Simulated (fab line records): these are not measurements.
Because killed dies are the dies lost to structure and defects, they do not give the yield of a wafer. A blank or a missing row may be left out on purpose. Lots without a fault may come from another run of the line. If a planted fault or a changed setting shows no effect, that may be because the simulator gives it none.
Chamber matching | flow nand harc | NHARC_A_BONDPAD_DESCUM_11 on rie diel-09: 4 sister chambers
The step chemistry O2, time 3 s. 8 wafers are shown with their chamber, then 9 later ones without.

WAFERS, EACH WITH ITS CHAMBER
wafer  | chamber | showerhead plenum p Torr (Torr) | drypump motor current A (A)
L290.6 | 1       | 1.80                            | 5.31
L292.5 | 1       | 1.80                            | 5.29
L296.2 | 3       | 1.81                            | 5.03
L296.3 | 2       | 1.93                            | 5.56
L296.5 | 0       | 1.85                            | 5.53
L301.2 | 2       | 1.93                            | 5.56
L301.4 | 3       | 1.80                            | 5.07
L301.5 | 0       | 1.85                            | 5.56

WAFERS WITH NO CHAMBER GIVEN
wafer  | showerhead plenum p Torr (Torr) | drypump motor current A (A)
L302.1 | 1.93                            | 5.58
L302.3 | 1.85                            | 5.56
L302.4 | 1.80                            | 5.05
L305.3 | 1.85                            | 5.54
L305.4 | 1.80                            | 5.30
L305.6 | 1.80                            | 5.29
L310.1 | 1.80                            | 5.03
L310.4 | 1.80                            | 5.27
L310.6 | 1.85                            | 5.57

CHAMBER TAKEN BY EACH
wafer  | from the rows above | in truth
L302.1 | 2                   | 2
L302.3 | 0                   | 0
L302.4 | 3                   | 3
L305.3 | 0                   | 0
L305.4 | 1                   | 1
L305.6 | 1                   | 1
L310.1 | 3                   | 3
L310.4 | 1                   | 1
L310.6 | 0                   | 0
Placed correctly: 9 of 9. Left unplaced by these rows: 0. Number placed wrongly: 0.
How it was worked out, from the rows above alone: a wafer's distance from a chamber is the root of the sum, over the readings, of the square of ((its reading less the chamber's mean) divided by the reading's scatter). If the next closest chamber is less than 2 further off than the closest, the wafer can't be placed; otherwise it belongs to the closest. Each chamber's mean is taken over the wafers shown for it. How the scatter is found: for the shown wafers, subtract from each reading the mean of its chamber, square and add these, divide the total by (wafers less chambers), then take the root.
